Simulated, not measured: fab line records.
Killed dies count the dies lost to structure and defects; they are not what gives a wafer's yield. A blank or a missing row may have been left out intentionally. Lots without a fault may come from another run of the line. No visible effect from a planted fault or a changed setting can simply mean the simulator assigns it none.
fab line records + flow n5_finfet
[record]
- lots = 5
- wafers = 15
- last_day = 18
route steps=1938 shown MOL_CONTACT_COAG@594 BEOL_M4@1111
lots with no fault: from the same line, run without faults
start_h: hours from the record's first day to the start of the lot's first wafer shown + wait_h: how many hours have passed since the lot's step before this one + " the same as in the row above + L1.1+2: several wafers, shown together as one row + - either no value or no given start + * or withheld: withheld + < > ~ a bound
route shown NAME@n: names a module that has steps shown in the file, with the first one's number in the route + usual: average and standard deviation across the fault-free wafers + same: alike in all rows + chamber/n: place in a boat + sites: each site's reading + _std_site: the values' standard deviation + _edge_site: mean of outer sites minus mean of inner sites + radius_mm: how far each site lies from the wafer's centre + mask NAME#n: copy n + behind: the last tool/chamber to shape the wafer + hold: the reason the lot was held/the length of the hold in hours/how it ended + device: the n, p or np transistor that did not switch + end of line: the tests these same wafers got at the end of their route + step lacking rows: just its recipe + killed: dies that structure and defects cost at the first sort, which is not the same as the wafer's yield + map: per-die view of a wafer (x killed, . not killed, _ where there is no die)
set.NAME: the setting as run; set.NAME@STEP: as run at that earlier step + model.NAME: the simulator's own value behind a step, which no gauge read
lots at some steps of the route; a table a step, a row a wafer
services: a tool's chamber out of use, with start hour (start_h, from the record's first day; less than 0 if before it), hours out, and reason
[[steps]]
[step N5_MOL_CONTACT_COAG_COAT_63]
[recipe]
- resist = SiARC
- temp_c = 220
- time_s = 60
- spin_rpm = 1500
- resist_thk_nm = 10
[step N5_MOL_CONTACT_COAG_COAT_64]
[recipe]
- resist = underlayer
- temp_c = 205
- time_s = 60
- spin_rpm = 1500
- resist_thk_nm = 10
[step N5_MOL_CONTACT_COAG_COAT_34]
[recipe]
- resist = CAR-EUV
- spin_rpm = 1500
- resist_thk_nm = 40
[step N5_MOL_CONTACT_COAG_EBR_36]
[recipe]
- solvent = PGMEA
- ebr_width_mm = 1.5
[step N5_MOL_CONTACT_COAG_SOFTBAKE_35]
[recipe]
- temp_c = 110
- time_s = 60
- resist = CAR-EUV
[step N5_MOL_CONTACT_COAG_EXPOSE_37]
[recipe]
- mask_id = VD
- na = 0.33
- source_shape = annular
- sigma_inner = 0.3
- sigma_outer = 0.7
- polarization = unpolarized
- defocus_nm = 0
- dose_mj = 62
[step N5_MOL_CONTACT_COAG_PEB_38]
[recipe]
- peb_temp_c = 100
- peb_time_s = 60
- resist = CAR-EUV
[step N5_MOL_CONTACT_COAG_DEVELOP_39]
[recipe]
- develop_time_s = 30
- developer = TMAH
- resist = CAR-EUV
- rinse_liquid = surfactant_rinse
- dry = air_spin
- dev_temp_c = 23
[step N5_MOL_CONTACT_COAG_CD_MEAS_40]
[recipe]
- target_cd_nm = 25.1
- landing_energy_ev = 500
- detector = se_inlens
- polarity = opening
[usual]
- cd_nm = 25.15/0.24
| lot.wafer | tool      | chamber | start_h | wait_h | cd_nm |
|-----------|-----------|---------|---------|--------|-------|
| L219.1    | cd_sem-02 | 0       | 99.90   | -      | 24.92 |
| L219.5    | "         | 0       | "       | "      | 24.96 |
| L219.6    | "         | 0       | "       | "      | 24.97 |
| L229.2    | cd_sem-03 | 0       | 158.35  | -      | 24.60 |
| L229.3    | "         | 0       | "       | "      | 25.00 |
| L229.4    | "         | 0       | "       | "      | 25.06 |
| L233.2    | cd_sem-02 | 0       | 180.29  | -      | 25.22 |
| L233.3    | "         | 0       | "       | "      | 25.19 |
| L233.6    | "         | 0       | "       | "      | 25.24 |
| L239.2    | cd_sem-03 | 0       | 218.69  | -      | 25.15 |
| L239.3    | "         | 0       | "       | "      | 25.19 |
| L239.6    | "         | 0       | "       | "      | 25.05 |
| L240.1    | cd_sem-03 | 0       | 230.13  | -      | 25.35 |
| L240.3    | "         | 0       | "       | "      | 25.15 |
| L240.5    | "         | 0       | "       | "      | 24.91 |
[step N5_MOL_CONTACT_COAG_OVL_MEAS_41]
[recipe]
- points_per_wafer = 522
[usual]
- VD_OVL = 0.2/0.66
| lot.wafer | tool       | chamber | start_h | wait_h | VD_OVL[nm] |
|-----------|------------|---------|---------|--------|------------|
| L219.1    | overlay-01 | 0       | 99.93   | 0.0    | 0.4        |
| L219.5    | "          | 0       | "       | "      | -0.2       |
| L219.6    | "          | 0       | "       | "      | -0.6       |
| L229.2    | overlay-02 | 0       | 158.38  | 0.0    | -0.5       |
| L229.3    | "          | 0       | "       | "      | 0.0        |
| L229.4    | "          | 0       | "       | "      | 0.2        |
| L233.2    | overlay-02 | 0       | 180.35  | 0.1    | 0.8        |
| L233.3    | "          | 0       | "       | "      | -0.6       |
| L233.6    | "          | 0       | "       | "      | 0.0        |
| L239.2    | overlay-02 | 0       | 218.73  | 0.0    | -0.9       |
| L239.3    | "          | 0       | "       | "      | -0.1       |
| L239.6    | "          | 0       | "       | "      | -0.4       |
| L240.1    | overlay-01 | 0       | 230.16  | 0.0    | 0.2        |
| L240.3    | "          | 0       | "       | "      | -0.6       |
| L240.5    | "          | 0       | "       | "      | 0.3        |
[step N5_MOL_CONTACT_COAG_INSPECT_42]
[recipe]
- mode = adi
- inspect_instrument = brightfield
[usual]
- raw_defect_count = 212/69
| lot.wafer | tool              | chamber | start_h | wait_h | raw_defect_count |
|-----------|-------------------|---------|---------|--------|------------------|
| L219.1    | defect_inspect-02 | -       | 100.00  | 0.1    | 141              |
| L219.5    | "                 | -       | "       | "      | 191              |
| L219.6    | "                 | -       | "       | "      | 182              |
| L229.2    | defect_inspect-01 | -       | 158.43  | 0.0    | 195              |
| L229.3    | "                 | -       | "       | "      | 208              |
| L229.4    | "                 | -       | "       | "      | 227              |
| L233.2    | defect_inspect-02 | -       | 180.40  | 0.0    | 176              |
| L233.3    | "                 | -       | "       | "      | 201              |
| L233.6    | "                 | -       | "       | "      | 167              |
| L239.2    | defect_inspect-02 | -       | 218.78  | 0.0    | 184              |
| L239.3    | "                 | -       | "       | "      | 198              |
| L239.6    | "                 | -       | "       | "      | 183              |
| L240.1    | defect_inspect-02 | -       | 230.21  | 0.1    | 363              |
| L240.3    | "                 | -       | "       | "      | 254              |
| L240.5    | "                 | -       | "       | "      | 306              |
[step N5_MOL_CONTACT_COAG_DESCUM_45]
[recipe]
- chemistry = O2
- time_s = 7
- source_power_w = 50
- bias_power_w = 20
- pressure_mtorr = 20
- rf_frequency_hz = 2.712e+07
- temp_c = 40
- resist = CAR-EUV
- o2_flow_sccm = 225
[usual]
- bias_power_w = 20.00/0.061
- chamber_pressure_mTorr = 20.000/0.02
- drypump_motor_current_A = 5.5/0.34
- oes_product_au = 0.82/0.088
- rf_vpp_V = 243.6/1.4
- showerhead_plenum_p_Torr = 2.13/0.066
- temp_c = 39.97/0.11
- throttle_valve_pct = 20.4/0.33
| lot.wafer | tool        | chamber | start_h | wait_h | bias_power_w | chamber_pressure_mTorr | drypump_motor_current_A | oes_product_au | rf_hours_counter_h | rf_vpp_V | showerhead_plenum_p_Torr | temp_c | throttle_valve_pct |
|-----------|-------------|---------|---------|--------|--------------|------------------------|-------------------------|----------------|--------------------|----------|--------------------------|--------|--------------------|
| L219.1    | rie_diel-04 | 0       | 100.03  | 0.0    | 19.99        | 20.005                 | 5.4                     | 0.88           | 33                 | 244.0    | 2.24                     | 40.05  | 20.7               |
| L219.5    | "           | 0       | "       | "      | 20.05        | 20.024                 | 5.4                     | 0.87           | -                  | 243.7    | 2.24                     | 39.91  | 20.7               |
| L219.6    | "           | 1       | "       | "      | 20.05        | 19.967                 | 5.7                     | 0.68           | -                  | 244.5    | 2.15                     | 39.76  | 20.6               |
| L229.2    | rie_diel-04 | 3       | 158.47  | 0.0    | 20.02        | 20.007                 | 5.5                     | 0.90           | 27                 | 245.5    | 2.13                     | 39.78  | 19.9               |
| L229.3    | "           | 2       | "       | "      | 19.93        | 20.014                 | 5.7                     | 0.85           | 38                 | 243.5    | 2.12                     | 39.99  | 19.9               |
| L229.4    | "           | 0       | "       | "      | 20.02        | 20.007                 | 5.4                     | 0.83           | -                  | 246.1    | 2.23                     | 39.69  | 20.8               |
| L233.2    | rie_diel-03 | 2       | 180.49  | 0.1    | 20.01        | 19.953                 | 5.7                     | 0.90           | 29                 | 246.2    | 2.22                     | 40.00  | 20.0               |
| L233.3    | "           | 0       | "       | "      | 20.01        | 20.014                 | 5.0                     | 0.86           | 42                 | 243.9    | 2.05                     | 39.89  | 20.5               |
| L233.6    | "           | 1       | "       | "      | 19.92        | 20.002                 | 5.6                     | 0.68           | -                  | 242.2    | 2.07                     | 39.80  | 20.5               |
| L239.2    | rie_diel-03 | 2       | 218.81  | 0.0    | 19.93        | 19.975                 | 5.6                     | 0.87           | 43                 | 243.7    | 2.22                     | 39.95  | 20.0               |
| L239.3    | "           | 3       | "       | "      | 20.05        | 20.007                 | 5.7                     | 0.95           | 14                 | 243.0    | 2.14                     | 40.10  | 20.6               |
| L239.6    | "           | 2       | "       | "      | 19.93        | 20.011                 | 5.6                     | 0.85           | -                  | 246.2    | 2.22                     | 39.86  | 20.0               |
| L240.1    | rie_diel-06 | 2       | 230.25  | 0.0    | 20.05        | 19.991                 | 5.0                     | 0.80           | 107                | 241.1    | 2.01                     | 40.01  | 20.6               |
| L240.3    | "           | 0       | "       | "      | 20.03        | 20.022                 | 5.5                     | 0.71           | 212                | 242.7    | 2.07                     | 40.08  | 20.3               |
| L240.5    | "           | 0       | "       | "      | 20.04        | 19.982                 | 5.5                     | 0.71           | -                  | 242.2    | 2.07                     | 39.92  | 20.3               |
[step N5_MOL_CONTACT_COAG_ETCH_65]
[recipe]
- chemistry = N2/H2
- target = underlayer
- target_depth_a = 130
- mask_material = CAR-EUV
- time_s = 10.4
- ion_energy_ev = 200
- pressure_mtorr = 30
- source_w = 840
- bias_w = 150
- n2_flow_sccm = 200
- h2_flow_sccm = 200
- ends = cleared
[usual]
- chamber_pressure_mTorr = 30.00/0.03
- drypump_motor_current_A = 5.6/0.34
- etch_rf_on_time_s = 10.40/0.23
- n2_flow_sccm = 200.0/0.59
- oes_product_au = 0.70/0.076
- rf_vpp_V = 525.0/2.3
- showerhead_plenum_p_Torr = 2.59/0.08
- throttle_valve_pct = 17.8/0.34
| lot.wafer | tool        | chamber | start_h | wait_h | chamber_pressure_mTorr | drypump_motor_current_A | etch_rf_on_time_s | n2_flow_sccm | oes_product_au | rf_hours_counter_h | rf_vpp_V | showerhead_plenum_p_Torr | throttle_valve_pct |
|-----------|-------------|---------|---------|--------|------------------------|-------------------------|-------------------|--------------|----------------|--------------------|----------|--------------------------|--------------------|
| L219.1    | rie_diel-04 | 0       | 100.07  | 0.0    | 30.00                  | 5.4                     | 10.28             | 200.5        | 0.75           | 33                 | 527.1    | 2.71                     | 18.1               |
| L219.5    | "           | 0       | "       | "      | 30.00                  | 5.4                     | 10.18             | 199.7        | 0.74           | -                  | 525.8    | 2.71                     | 18.1               |
| L219.6    | "           | 1       | "       | "      | 30.00                  | 5.7                     | 10.60             | 200.3        | 0.59           | -                  | 525.8    | 2.61                     | 18.0               |
| L229.2    | rie_diel-04 | 3       | 158.50  | 0.0    | 30.00                  | 5.5                     | 10.09             | 199.9        | 0.79           | 27                 | 525.0    | 2.59                     | 17.3               |
| L229.3    | "           | 2       | "       | "      | 30.07                  | 5.7                     | 7.32              | 199.8        | 0.92           | 38                 | 525.1    | 2.60                     | 17.4               |
| L229.4    | "           | 0       | "       | "      | 30.03                  | 5.4                     | 10.20             | 199.8        | 0.72           | -                  | 526.9    | 2.70                     | 18.1               |
| L233.2    | rie_diel-03 | 2       | 180.53  | 0.0    | 29.99                  | 5.7                     | 10.59             | 199.5        | 0.75           | 29                 | 527.1    | 2.70                     | 17.4               |
| L233.3    | "           | 0       | "       | "      | 30.03                  | 5.1                     | 10.52             | 200.1        | 0.74           | 42                 | 523.1    | 2.48                     | 17.8               |
| L233.6    | "           | 1       | "       | "      | 29.99                  | 5.6                     | 10.92             | 199.9        | 0.58           | -                  | 523.4    | 2.50                     | 17.9               |
| L239.2    | rie_diel-03 | 2       | 218.85  | 0.0    | 30.04                  | 5.6                     | 10.49             | 200.5        | 0.73           | 43                 | 527.3    | 2.70                     | 17.4               |
| L239.3    | "           | 3       | "       | "      | 29.99                  | 5.7                     | 10.49             | 198.6        | 0.81           | 14                 | 526.6    | 2.61                     | 18.1               |
| L239.6    | "           | 2       | "       | "      | 30.02                  | 5.7                     | 10.58             | 200.1        | 0.73           | -                  | 526.8    | 2.70                     | 17.4               |
| L240.1    | rie_diel-06 | 2       | 230.28  | 0.0    | 30.03                  | 5.0                     | 10.57             | 199.3        | 0.67           | 107                | 520.8    | 2.46                     | 18.1               |
| L240.3    | "           | 0       | "       | "      | 30.02                  | 5.4                     | 10.58             | 199.9        | 0.61           | 212                | 523.4    | 2.52                     | 17.7               |
| L240.5    | "           | 0       | "       | "      | 30.01                  | 5.5                     | 10.62             | 199.5        | 0.60           | -                  | 523.4    | 2.52                     | 17.7               |
[step N5_MOL_CONTACT_COAG_ETCH_66]
[recipe]
- chemistry = CF4
- target = SiARC
- target_depth_a = 130
- mask_material = CAR-EUV
- time_s = 21.7
- ion_energy_ev = 80
- pressure_mtorr = 40
- source_w = 545
- bias_w = 36
- Ar_flow_sccm = 100
- cf4_flow_sccm = 100
- ends = cleared
[usual]
- chamber_pressure_mTorr = 40.00/0.037
- drypump_motor_current_A = 5.5/0.34
- etch_rf_on_time_s = 21.7/0.47
- oes_product_au = 0.70/0.075
- rf_vpp_V = 184.4/1
- showerhead_plenum_p_Torr = 2.18/0.061
- throttle_valve_pct = 15.56/0.3
| lot.wafer | tool        | chamber | start_h | wait_h | chamber_pressure_mTorr | drypump_motor_current_A | etch_rf_on_time_s | oes_product_au | rf_hours_counter_h | rf_vpp_V | showerhead_plenum_p_Torr | throttle_valve_pct |
|-----------|-------------|---------|---------|--------|------------------------|-------------------------|-------------------|----------------|--------------------|----------|--------------------------|--------------------|
| L219.1    | rie_diel-04 | 0       | 100.09  | 0.0    | 40.05                  | 5.4                     | 21.4              | 0.73           | 33                 | 185.8    | 2.26                     | 15.71              |
| L219.5    | "           | 0       | "       | "      | 40.02                  | 5.4                     | 21.3              | 0.74           | -                  | 185.9    | 2.26                     | 15.73              |
| L219.6    | "           | 1       | "       | "      | 40.00                  | 5.7                     | 22.3              | 0.58           | -                  | 184.0    | 2.20                     | 15.81              |
| L229.2    | rie_diel-04 | 3       | 158.52  | 0.0    | 40.01                  | 5.5                     | 21.3              | 0.78           | 27                 | 185.1    | 2.18                     | 15.09              |
| L229.3    | "           | 2       | "       | "      | 40.02                  | 5.6                     | 21.4              | 0.74           | 39                 | 183.2    | 2.18                     | 15.09              |
| L229.4    | "           | 0       | "       | "      | 40.01                  | 5.4                     | 21.4              | 0.71           | -                  | 184.5    | 2.25                     | 15.75              |
| L233.2    | rie_diel-03 | 2       | 180.55  | 0.0    | 39.93                  | 5.7                     | 22.0              | 0.76           | 29                 | 186.9    | 2.28                     | 15.24              |
| L233.3    | "           | 0       | "       | "      | 40.02                  | 5.0                     | 21.7              | 0.74           | 42                 | 183.9    | 2.10                     | 15.59              |
| L233.6    | "           | 1       | "       | "      | 40.04                  | 5.6                     | 22.6              | 0.59           | -                  | 183.3    | 2.11                     | 15.72              |
| L239.2    | rie_diel-03 | 2       | 218.87  | 0.0    | 40.04                  | 5.7                     | 22.1              | 0.73           | 43                 | 185.3    | 2.27                     | 15.27              |
| L239.3    | "           | 3       | "       | "      | 40.02                  | 5.7                     | 21.7              | 0.81           | 14                 | 184.6    | 2.19                     | 15.72              |
| L239.6    | "           | 2       | "       | "      | 39.98                  | 5.7                     | 21.9              | 0.73           | -                  | 186.7    | 2.27                     | 15.27              |
| L240.1    | rie_diel-06 | 2       | 230.30  | 0.0    | 39.96                  | 5.0                     | 21.6              | 0.69           | 107                | 184.2    | 2.08                     | 15.82              |
| L240.3    | "           | 0       | "       | "      | 39.98                  | 5.5                     | 21.9              | 0.61           | 212                | 183.8    | 2.13                     | 15.59              |
| L240.5    | "           | 0       | "       | "      | 40.04                  | 5.5                     | 22.0              | 0.61           | -                  | 184.0    | 2.13                     | 15.58              |
[step N5_BEOL_M4_RC_MEAS_101]
[usual]
- DIBL_N = 36.4/1.4
- DIBL_P = 36.3/1.8
- IOFF_N = 0.163/0.024
- IOFF_P = 0.21/0.034
- ION_N = 673/11
- ION_P = 461/7.4
- SS_N = 71.6/0.52
- SS_P = 73.3/0.58
- VT_N = 249.4/2.5
- VT_P = -250/3.5
| lot.wafer | tool      | chamber | start_h | wait_h | DIBL_N[mV/V] | DIBL_P[mV/V] | IOFF_N[nA/um] | IOFF_P[nA/um] | ION_N[uA/um] | ION_P[uA/um] | SS_N[mV/dec] | SS_P[mV/dec] | VT_N[mV] | VT_P[mV] |
|-----------|-----------|---------|---------|--------|--------------|--------------|---------------|---------------|--------------|--------------|--------------|--------------|----------|----------|
| L219.1    | prober-02 | 0       | 167.98  | 0.0    | 35.4         | 34.2         | 0.145         | 0.17          | 670          | 457          | 70.8         | 73.4         | 249.5    | -256     |
| L219.5    | "         | 0       | "       | "      | 34.0         | 32.1         | 0.119         | 0.15          | 660          | 447          | 70.7         | 72.3         | 255.6    | -256     |
| L219.6    | "         | 0       | "       | "      | 36.3         | 35.4         | 0.157         | 0.19          | 670          | 455          | 71.6         | 73.8         | 252.5    | -253     |
| L229.2    | prober-02 | 0       | 218.75  | 0.2    | 36.6         | 36.8         | 0.184         | 0.21          | 695          | 472          | 71.4         | 73.4         | 244.8    | -251     |
| L229.3    | "         | 0       | "       | "      | 36.4         | 36.9         | 0.178         | 0.22          | 694          | 471          | 71.0         | 73.2         | 248.3    | -251     |
| L229.4    | "         | 0       | "       | "      | 38.0         | 39.1         | 0.220         | 0.27          | 696          | 476          | 71.2         | 73.9         | 244.8    | -247     |
| L233.2    | prober-01 | 0       | 258.07  | 0.2    | 37.5         | 37.5         | 0.201         | 0.25          | 678          | 462          | 72.1         | 73.9         | 247.8    | -248     |
| L233.3    | "         | 0       | "       | "      | 37.8         | 38.8         | 0.212         | 0.27          | 681          | 466          | 72.2         | 73.9         | 247.0    | -246     |
| L233.6    | "         | 0       | "       | "      | 34.7         | 35.5         | 0.158         | 0.21          | 678          | 466          | 71.9         | 73.9         | 249.5    | -249     |
| L239.2    | prober-01 | 0       | 286.57  | 0.2    | 37.4         | 37.1         | 0.166         | 0.23          | 674          | 464          | 72.2         | 73.5         | 248.7    | -248     |
| L239.3    | "         | 0       | "       | "      | 38.9         | 38.8         | 0.193         | 0.27          | 688          | 467          | 71.9         | 73.6         | 249.4    | -247     |
| L239.6    | "         | 0       | "       | "      | 39.5         | 39.1         | 0.201         | 0.27          | 686          | 471          | 72.2         | 74.1         | 247.1    | -244     |
| L240.1    | prober-02 | 0       | 303.08  | 0.0    | 36.6         | 37.1         | 0.174         | 0.23          | 684          | 471          | 71.2         | 73.2         | 246.6    | -247     |
| L240.3    | "         | 0       | "       | "      | 34.5         | 33.6         | 0.128         | 0.18          | 667          | 461          | 70.7         | 71.8         | 250.9    | -250     |
| L240.5    | "         | 0       | "       | "      | 37.4         | 37.7         | 0.185         | 0.24          | 687          | 471          | 71.4         | 72.7         | 246.8    | -248     |
[[services]]
| tool        | chamber | start_h | hours | kind                          |
|-------------|---------|---------|-------|-------------------------------|
| rie_diel-03 | 0       | 111.09  | 14.0  | repair                        |
| rie_diel-03 | 3       | 148.21  | -     | clean                         |
| rie_diel-03 | 3       | 148.21  | -     | consumable_replace:focus_ring |
| rie_diel-03 | 3       | 148.21  | 29.4  | scheduled_down                |
| rie_diel-03 | 3       | 148.21  | 29.4  | vent_cycle                    |
| rie_diel-04 | 1       | 149.34  | -     | clean                         |
| rie_diel-04 | 1       | 149.34  | -     | consumable_replace:focus_ring |
| rie_diel-04 | 1       | 149.34  | 18.4  | scheduled_down                |
| rie_diel-04 | 1       | 149.34  | 18.4  | vent_cycle                    |
| rie_diel-03 | 1       | 211.40  | -     | clean                         |
| rie_diel-03 | 1       | 211.40  | -     | consumable_replace:focus_ring |
| rie_diel-03 | 1       | 211.40  | 17.4  | scheduled_down                |
| rie_diel-03 | 1       | 211.40  | 17.4  | vent_cycle                    |
| rie_diel-06 | 3       | 226.21  | 11.0  | repair                        |
[[key]]
[first_sign]
- step = N5_MOL_CONTACT_COAG_ETCH_65
- reading = etch_rf_on_time_s
- direction = down
- sigmas = 13
- usual = *
- struck = *
effect none on later readings
met_at N5_MOL_CONTACT_COAG_ETCH_65
struck_wafers L229.3
[fault]
- kind = process_parameter_drift
- tool = rie_diel-04
- chamber = 2
- onset_h = 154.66
- steps = N5_MOL_CONTACT_COAG_ETCH_65
- channel = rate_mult
- offset = 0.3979
- shape = step
- end_h = 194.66
